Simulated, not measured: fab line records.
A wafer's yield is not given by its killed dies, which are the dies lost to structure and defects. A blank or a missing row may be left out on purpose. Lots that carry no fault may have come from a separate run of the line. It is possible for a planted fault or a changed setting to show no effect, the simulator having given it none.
Chamber matching    flow n5 finfet    N5_BEOL_M1_ETCH_69 on rie diel-02: 4 sister chambers
The step etches SiARC in CF4, target depth 15.6 nm, time 26 s. 4 wafers are shown with their chamber, then 9 later ones without.

EACH WAFER AND ITS CHAMBER
wafer   chamber  showerhead plenum p Torr (Torr)
L077.2  1        2.11
L087.3  2        2.15
L090.3  3        2.04
L090.5  0        2.18

WAFERS MISSING THEIR CHAMBER
wafer   showerhead plenum p Torr (Torr)
L092.2  2.11
L092.3  2.17
L092.6  2.15
L094.1  2.17
L094.5  2.04
L094.6  2.17
L095.1  2.14
L095.4  2.04
L095.5  2.14

WHICH CHAMBER EACH ONE RAN IN
wafer   from the rows above      in truth
L092.2  1                        1
L092.3  can't be placed: 0 or 2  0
L092.6  2                        2
L094.1  can't be placed: 0 or 2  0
L094.5  3                        3
L094.6  can't be placed: 0 or 2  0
L095.1  2                        2
L095.4  3                        3
L095.5  2                        2
Correctly placed: 6 of 9. Cannot be placed on the basis of these rows: 3; the candidates contain the true chamber in 3. 0 placed wrongly.
How it was worked out, from the rows above alone: a wafer's distance from a chamber is the root of the sum, over the readings, of the square of ((its reading less the chamber's mean) divided by the reading's scatter). The wafer belongs to the nearest chamber; if the next one is less than 2 further off, it can't be placed. Each chamber's mean is taken over the wafers shown for it. The scatter (one wafer shown for each chamber): square how far every hidden wafer sits from the nearest shown wafer, average those squares and take the square root.
